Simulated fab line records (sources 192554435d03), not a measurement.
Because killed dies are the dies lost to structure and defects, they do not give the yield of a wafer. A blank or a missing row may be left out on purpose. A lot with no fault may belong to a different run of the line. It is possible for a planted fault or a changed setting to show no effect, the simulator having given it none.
Which tool was responsible? | flow n5 finfet | 11 lots, 33 wafers sampled, at 2 steps of a route of 1938

WHAT THE GAUGES READ, wafer by wafer
N5_BEOL_M10_CD_MEAS_18: pitch 140 nm, target cd 70 nm. Usual: 70.1 nm for cd nm, sd 0.87.
lot  | measured     | on        | cd nm (nm)     | flag
L931 | day 11 01:16 | cd sem-03 | 67.9 70.2 69.1 |
L935 | day 12 00:33 | cd sem-03 | 69.6 70.4 69.9 |
L934 | day 12 00:57 | cd sem-01 | 70.3 71.6 70.6 |
L936 | day 12 04:16 | cd sem-02 | 69.7 70.2 71.2 |
L938 | day 12 13:44 | cd sem-01 | 71.0 70.5 70.7 |
L937 | day 12 13:53 | cd sem-01 | 68.5 68.5 70.2 |
L939 | day 12 18:17 | cd sem-02 | 69.8 69.6 70.3 |
L941 | day 13 09:37 | cd sem-03 | 69.7 70.3 70.8 |
L942 | day 13 17:35 | cd sem-01 | 71.9 70.0 71.0 |
L944 | day 14 12:10 | cd sem-01 | 69.2 71.5 70.9 |
L948 | day 15 02:10 | cd sem-02 | 69.1 68.9 69.5 |

N5_BEOL_M10_INSPECT_30: inspects for defects (brightfield). Usual: 411 for raw defect count, sd 92.
lot  | measured     | on                | raw defect count | flag
L931 | day 11 03:04 | defect inspect-02 | 275 540 399      |
L935 | day 12 01:08 | defect inspect-02 | 381 356 414      |
L934 | day 12 01:17 | defect inspect-01 | 420 410 276      |
L936 | day 12 05:18 | defect inspect-01 | 319 273 236      |
L938 | day 12 16:40 | defect inspect-02 | 323 377 351      |
L937 | day 12 16:30 | defect inspect-02 | 295 410 346      |
L939 | day 12 18:58 | defect inspect-01 | 480 456 368      |
L941 | day 13 10:05 | defect inspect-02 | 383 476 427      |
L942 | day 13 18:47 | defect inspect-02 | 364 303 496      |
L944 | day 14 14:02 | defect inspect-01 | 428 420 342      |
L948 | day 15 04:17 | defect inspect-01 | 275 256 334      |

WHICH TOOL RAN EACH LOT (tool, then ch and the chambers of the sampled wafers, then the start)
There is no process step in the record ahead of these readings.

AS READ BY THE TOOLS THEMSELVES (means over the sampled wafers that have a number; for cases with no such wafer, the mark the record gives instead)
The record holds no such reading with a usual standard deviation.

THE ANSWER, worked out from the rows above alone
Rule: a lot is off if the mean of its wafers that have a number lies more than 3 standard deviations from the usual mean. Also off: a lot with no number at a reading for which 4 or more lots have one. Any other lot the step has rows for is counted as sound. After the gauges, taken in route order, come the tools' own readings; for these a lot's mean is taken, as printed above. The first step at which some lot is off is used, and at that step the reading that is off furthest; a lot without a number counts as furthest.
No lot is off at any reading shown: from this, nothing can be told.

WHAT WAS PUT IN BY THE SIMULATOR
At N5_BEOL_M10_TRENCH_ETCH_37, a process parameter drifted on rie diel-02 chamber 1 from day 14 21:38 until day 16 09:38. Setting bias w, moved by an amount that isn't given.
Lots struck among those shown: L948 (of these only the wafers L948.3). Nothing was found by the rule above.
